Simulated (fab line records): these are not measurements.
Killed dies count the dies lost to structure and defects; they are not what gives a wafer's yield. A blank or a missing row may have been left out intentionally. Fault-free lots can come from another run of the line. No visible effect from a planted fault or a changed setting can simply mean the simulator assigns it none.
Which tool was responsible? | flow nand-harc | 11 lots with 33 wafers sampled at 5 steps, on a route of 1159 steps

WHAT THE GAUGES READ, wafer by wafer
NHARC_A_SGD_CUT_CD_MEAS_09: the cd target is 100 nm. Usual: cd-nm at 100.1 nm, with a standard deviation of 0.43.
lot  | measured     | on        | cd-nm (nm)        | flag
L552 | day 16 12:13 | cd-sem-02 | 99.7 100.0 100.2  |
L551 | day 16 11:46 | cd-sem-02 | 100.3 99.9 100.1  |
L549 | day 16 20:10 | cd-sem-02 | 99.9 99.7 100.4   |
L554 | day 17 02:54 | cd-sem-03 | 100.2 100.9 100.5 |
L553 | day 17 10:12 | cd-sem-02 | 99.5 99.9 100.1   |
L555 | day 17 12:08 | cd-sem-03 | 99.8 99.8 100.0   |
L563 | day 18 04:18 | cd-sem-03 | 82.7 82.8 83.0    | OFF
L560 | day 18 15:19 | cd-sem-02 | 89.4 88.6 89.0    | OFF
L566 | day 18 11:53 | cd-sem-03 | 100.3 100.5 100.0 |
L565 | day 18 13:31 | cd-sem-01 | 99.5 100.1 99.9   |
L567 | day 18 12:22 | cd-sem-03 | 100.3 99.8 100.1  |

WHAT TOOL EACH LOT RAN ON (gives the tool, then ch and the chambers of the sampled wafers, and finally the start)
lot  | NHARC_A_STAIRCASE_DEP_322       | NHARC_A_STAIRCASE_DESCUM_443       | NHARC_A_STAIRCASE_ETCHBACK_422     | NHARC_A_SGD_CUT_EXPOSE_06
L552 | pecvd-01 ch 1,2, day 15 11:39   | rie-diel-11 ch 1,2, day 16 03:37   | rie-diel-05 ch 1,2, day 16 09:59   | arfi-scanner-02 ch 0, day 16 12:04
L551 | pecvd-01 ch 0,2, day 15 12:18   | rie-diel-05 ch 1,2, day 16 03:30   | rie-diel-04 ch 0,2,3, day 16 09:29 | arfi-scanner-03 ch 0, day 16 11:37
L549 | pecvd-01 ch 1,2, day 15 20:30   | rie-diel-04 ch 2,3, day 16 12:14   | rie-diel-11 ch 0,1, day 16 17:53   | arfi-scanner-02 ch 0, day 16 20:02
L554 | pecvd-02 ch 0,1,2, day 16 02:28 | rie-diel-05 ch 0,1,3, day 16 21:07 | rie-diel-04 ch 0,3, day 17 00:50   | arfi-scanner-03 ch 0, day 17 02:46
L553 | pecvd-02 ch 0,1,2, day 16 09:03 | rie-diel-04 ch 2,3, day 17 04:01   | rie-diel-04 ch 0,1,2, day 17 08:04 | arfi-scanner-01 ch 0, day 17 10:04
L555 | pecvd-01 ch 1,2, day 16 09:19   | rie-diel-05 ch 1,3, day 17 04:11   | rie-diel-11 ch 2,3, day 17 09:29   | arfi-scanner-01 ch 0, day 17 12:00
L563 | pecvd-01 ch 0,2, day 17 05:55   | rie-diel-05 ch 1,2,3, day 17 22:26 | rie-diel-05 ch 0,2, day 18 02:10   | arfi-scanner-01 ch 0, day 18 04:10
L560 | pecvd-03 ch 0,1,2, day 17 10:59 | rie-diel-04 ch 0,1,2, day 18 05:20 | rie-diel-11 ch 0,1, day 18 13:16   | arfi-scanner-01 ch 0, day 18 15:10
L566 | pecvd-03 ch 0,2, day 17 11:34   | rie-diel-05 ch 2,3, day 18 05:07   | rie-diel-11 ch 0,1,3, day 18 09:09 | arfi-scanner-02 ch 0, day 18 11:44
L565 | pecvd-02 ch 0,1,2, day 17 11:49 | rie-diel-04 ch 0,1,2, day 18 05:18 | rie-diel-04 ch 0,1,2, day 18 11:27 | arfi-scanner-03 ch 0, day 18 13:23
L567 | pecvd-01 ch 0,1,2, day 17 16:50 | rie-diel-04 ch 1,2, day 18 05:11   | rie-diel-11 ch 0,3, day 18 09:53   | arfi-scanner-02 ch 0, day 18 12:13
- NHARC_A_STAIRCASE_DEP_322: deposits SiO2, target thk 3800 nm.
- NHARC_A_STAIRCASE_DESCUM_443: chemistry O2, time 3 s.
- NHARC_A_STAIRCASE_ETCHBACK_422: etches the open film in CH3F/O2, target depth 40 nm, time 74.286 s.
- NHARC_A_SGD_CUT_EXPOSE_06: exposes mask SGD.

AS READ BY THE TOOLS THEMSELVES (means over the sampled wafers that have a number; for cases with no such wafer, the mark the record gives instead)
NHARC_A_STAIRCASE_DEP_322. Usual: heater-power-w at 673 W, with a standard deviation of 89.
lot  | tool     | heater-power-w (W) | flag
L552 | pecvd-01 | 681                |
L551 | pecvd-01 | 668                |
L549 | pecvd-01 | 664                |
L554 | pecvd-02 | 611                |
L553 | pecvd-02 | 610                |
L555 | pecvd-01 | 734                |
L563 | pecvd-01 | 655                |
L560 | pecvd-03 | 702                |
L566 | pecvd-03 | 761                |
L565 | pecvd-02 | 604                |
L567 | pecvd-01 | 711                |

NHARC_A_STAIRCASE_DESCUM_443. Usual: drypump-motor-current-A 5.9 A, standard deviation 0.49; mfc-ar-sccm 0.004 sccm, standard deviation 0.0084; oes-product-au 0.999 a.u., standard deviation 0.0087; rf-vpp-V 57.8 V, standard deviation 0.98; showerhead-plenum-p-Torr 1.91 Torr, standard deviation 0.073; throttle-valve-pct 11.310 %, standard deviation 0.0095.
lot  | tool        | drypump-motor-current-A (A) | mfc-ar-sccm (sccm) | oes-product-au (a.u.) | rf-vpp-V (V) | showerhead-plenum-p-Torr (Torr) | throttle-valve-pct (%) | flag
L552 | rie-diel-11 | 5.9                         | 0.000              | 0.991                 | 57.2         | 1.84                            | 11.309                 |
L551 | rie-diel-05 | 6.3                         | 0.000              | 0.998                 | 58.2         | 1.95                            | 11.310                 |
L549 | rie-diel-04 | 6.0                         | 0.003              | 1.005                 | 57.9         | 1.97                            | 11.308                 |
L554 | rie-diel-05 | 5.6                         | 0.006              | 0.998                 | 58.4         | 1.87                            | 11.319                 |
L553 | rie-diel-04 | 6.0                         | 0.003              | 0.999                 | 58.8         | 1.97                            | 11.305                 |
L555 | rie-diel-05 | 5.9                         | 0.006              | 0.999                 | 57.0         | 1.86                            | 11.310                 |
L563 | rie-diel-05 | 6.0                         | 0.006              | 0.995                 | 58.2         | 1.89                            | 11.314                 |
L560 | rie-diel-04 | 6.1                         | 0.000              | 0.996                 | 57.2         | 1.90                            | 11.308                 |
L566 | rie-diel-05 | 5.8                         | 0.011              | 1.002                 | 58.0         | 1.87                            | 11.314                 |
L565 | rie-diel-04 | 6.1                         | 0.000              | 1.000                 | 57.6         | 1.90                            | 11.312                 |
L567 | rie-diel-04 | 6.1                         | 0.000              | 1.005                 | 58.0         | 1.93                            | 11.312                 |

NHARC_A_STAIRCASE_ETCHBACK_422. Usual: value, then standard deviation, for each; bias-w 100.0 W / 0.31; drypump-motor-current-A 5.8 A / 0.47; mfc-ar-sccm 200.0 sccm / 0.61; oes-product-au 0.97 a.u. / 0.032; rf-vpp-V 244.6 V / 1.5; showerhead-plenum-p-Torr 2.48 Torr / 0.099; throttle-valve-pct 20.662 % / 0.0094.
lot  | tool        | bias-w (W) | drypump-motor-current-A (A) | mfc-ar-sccm (sccm) | oes-product-au (a.u.) | rf-vpp-V (V) | showerhead-plenum-p-Torr (Torr) | throttle-valve-pct (%) | flag
L552 | rie-diel-05 | 100.3      | 6.2                         | 200.4              | 0.99                  | 244.2        | 2.46                            | 20.659                 |
L551 | rie-diel-04 | 100.1      | 6.0                         | 199.7              | 0.92                  | 245.0        | 2.49                            | 20.658                 |
L549 | rie-diel-11 | 100.0      | 5.9                         | 200.6              | 0.99                  | 246.5        | 2.56                            | 20.665                 |
L554 | rie-diel-04 | 99.8       | 5.6                         | 200.3              | 0.93                  | 244.8        | 2.53                            | 20.672                 |
L553 | rie-diel-04 | 100.2      | 6.1                         | 200.0              | 1.01                  | 243.9        | 2.44                            | 20.658                 |
L555 | rie-diel-11 | 100.0      | 5.5                         | 199.6              | 0.99                  | 244.2        | 2.42                            | 20.670                 |
L563 | rie-diel-05 | 100.0      | 6.0                         | 199.5              | 0.99                  | 244.6        | 2.51                            | 20.665                 |
L560 | rie-diel-11 | 100.0      | 6.0                         | 200.0              | 1.00                  | 246.9        | 2.59                            | 20.662                 |
L566 | rie-diel-11 | 99.8       | 5.7                         | 199.5              | 0.99                  | 245.2        | 2.55                            | 20.663                 |
L565 | rie-diel-04 | 100.0      | 6.1                         | 200.1              | 0.99                  | 244.9        | 2.43                            | 20.661                 |
L567 | rie-diel-11 | 100.0      | 5.6                         | 199.7              | 0.92                  | 245.7        | 2.54                            | 20.674                 |

NHARC_A_SGD_CUT_EXPOSE_06. Usual: exposure-dose-mJ-cm2 85.60, standard deviation 0.084; focus-offset-nm 0.0 nm, standard deviation 0.5.
lot  | tool            | exposure-dose-mJ-cm2 | focus-offset-nm (nm) | flag
L552 | arfi-scanner-02 | 85.77                | 0.3                  |
L551 | arfi-scanner-03 | 85.64                | -0.1                 |
L549 | arfi-scanner-02 | 85.71                | -0.2                 |
L554 | arfi-scanner-03 | 85.55                | -0.3                 |
L553 | arfi-scanner-01 | 85.55                | 0.4                  |
L555 | arfi-scanner-01 | 85.64                | 0.0                  |
L563 | arfi-scanner-01 | 63.68                | -0.0                 | OFF
L560 | arfi-scanner-01 | 72.18                | -0.2                 | OFF
L566 | arfi-scanner-02 | 85.64                | 0.3                  |
L565 | arfi-scanner-03 | 85.59                | 0.4                  |
L567 | arfi-scanner-02 | 85.54                | 0.3                  |

THE ANSWER, worked out from the rows above alone
Rule: a lot is off if the mean of its wafers that have a number lies more than 3 standard deviations from the usual mean. A lot without any number at a reading at which 4 lots or more have one is off too. Any other lot the step has rows for is counted as sound. First the gauges in route order, then the tools' own readings, where a lot's mean is used as printed above. At the first step where some lot is off, the reading lying furthest off is the one used; lots without a number count as furthest.
Off, at NHARC_A_SGD_CUT_CD_MEAS_09 on cd-nm: L563, L560.
A tool fits if, at a process step before that reading, it ran every lot that is off, and no sound lot after the first of them. The gauges at NHARC_A_SGD_CUT_CD_MEAS_09 aren't tried: what is off there is off at NHARC_A_SGD_CUT_EXPOSE_06 too, on other tools, and a gauge's error can't cause that. One fits: arfi-scanner-01 at NHARC_A_SGD_CUT_EXPOSE_06. A fault onset in the window from L555 (day 17 12:00, its last sound lot) to L563 (day 18 04:10, its first lot off) fits.
On the lots that are off, the tool's own readings at NHARC_A_SGD_CUT_EXPOSE_06 differ by more than 5 times the standard deviation of the sound lots' means, which bears it out; exposure-dose-mJ-cm2 reads 67.93 there versus 85.63 on the sound lots.

WHAT THE SIMULATOR HAD PUT IN
Process parameters drifting: arfi-scanner-01 at NHARC_A_SGD_CUT_EXPOSE_06, beginning at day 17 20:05. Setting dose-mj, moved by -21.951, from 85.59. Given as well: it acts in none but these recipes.
Lots struck among those shown: L563, L560. This agrees with what the rule above found.
